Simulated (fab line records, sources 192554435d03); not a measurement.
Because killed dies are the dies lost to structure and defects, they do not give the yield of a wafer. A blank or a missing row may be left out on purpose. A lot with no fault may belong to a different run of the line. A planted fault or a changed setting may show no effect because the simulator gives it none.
What tool caused it? || flow n5_finfet || 12 lots, 36 wafers sampled, at 2 steps of a route of 1938

## WHAT THE GAUGES READ, wafer by wafer
N5_BEOL_M1_THK_MEAS_01.
{"lot": "L075", "measured": "day 6 05:26", "on": "film_metro-02", "M1_ILD_THK (nm)": "77.5 77.7 80.1"}
{"lot": "L077", "measured": "day 6 19:46", "on": "film_metro-01", "M1_ILD_THK (nm)": "79.2 78.3 80.0"}
{"lot": "L079", "measured": "day 7 01:05", "on": "film_metro-02", "M1_ILD_THK (nm)": "77.9 79.2 78.0"}
{"lot": "L082", "measured": "day 7 23:07", "on": "film_metro-02", "M1_ILD_THK (nm)": "79.2 79.4 79.9"}
{"lot": "L083", "measured": "day 8 07:55", "on": "film_metro-01", "M1_ILD_THK (nm)": "78.7 79.1 80.1"}
{"lot": "L085", "measured": "day 8 14:44", "on": "film_metro-01", "M1_ILD_THK (nm)": "79.0 77.5 78.6"}
{"lot": "L087", "measured": "day 9 10:08", "on": "film_metro-01", "M1_ILD_THK (nm)": "77.9 80.6 79.1"}
{"lot": "L089", "measured": "day 9 16:41", "on": "film_metro-01", "M1_ILD_THK (nm)": "79.1 78.6 80.0"}
{"lot": "L091", "measured": "day 10 02:27", "on": "film_metro-01", "M1_ILD_THK (nm)": "77.8 78.2 80.3"}
{"lot": "L093", "measured": "day 10 15:26", "on": "film_metro-02", "M1_ILD_THK (nm)": "77.0 78.4 79.8"}
{"lot": "L095", "measured": "day 11 05:31", "on": "film_metro-02", "M1_ILD_THK (nm)": "77.9 79.6 78.8"}
{"lot": "L097", "measured": "day 11 17:34", "on": "film_metro-01", "M1_ILD_THK (nm)": "78.0 79.9 80.2"}

## EACH LOT AND THE TOOL THAT RAN IT (in order: tool; ch and the chambers of the sampled wafers; start)
{"lot": "L075", "N5_BEOL_M0_SPUTTER_134": "pvd_sputter-02, day 6 03:55"}
{"lot": "L077", "N5_BEOL_M0_SPUTTER_134": "pvd_sputter-01, day 6 18:16"}
{"lot": "L079", "N5_BEOL_M0_SPUTTER_134": "pvd_sputter-01, day 6 23:47"}
{"lot": "L082", "N5_BEOL_M0_SPUTTER_134": "pvd_sputter-03, day 7 20:29"}
{"lot": "L083", "N5_BEOL_M0_SPUTTER_134": "pvd_sputter-02, day 8 03:41"}
{"lot": "L085", "N5_BEOL_M0_SPUTTER_134": "pvd_sputter-03, day 8 13:17"}
{"lot": "L087", "N5_BEOL_M0_SPUTTER_134": "pvd_sputter-02, day 9 08:46"}
{"lot": "L089", "N5_BEOL_M0_SPUTTER_134": "pvd_sputter-03, day 9 14:43"}
{"lot": "L091", "N5_BEOL_M0_SPUTTER_134": "pvd_sputter-02, day 10 01:05"}
{"lot": "L093", "N5_BEOL_M0_SPUTTER_134": "pvd_sputter-01, day 10 14:04"}
{"lot": "L095", "N5_BEOL_M0_SPUTTER_134": "pvd_sputter-03, day 11 03:49"}
{"lot": "L097", "N5_BEOL_M0_SPUTTER_134": "pvd_sputter-02, day 11 15:58"}
- N5_BEOL_M0_SPUTTER_134: material Cu, target thk 4 nm, time 7.37 s.

## THE ANSWER, worked out from the rows above alone
Rule: usual is defined by the lots themselves. Put in order of their means at a reading, lots are off if they are a third of the lots or fewer, leave a main group of 4 or more, and stand apart from it by a gap of 3 or more times the standard deviation of the main group's means; of several such gaps the widest counts. If all means in a main group match to the digits the tables above print for the reading, that group is not used. Also off: a lot with no number at a reading for which 4 or more lots have one. Where the step has rows for the other lots, those lots are counted as sound.
None of the lots is off at any reading shown; this tells nothing.

## WHAT HAD BEEN PUT IN BY THE SIMULATOR
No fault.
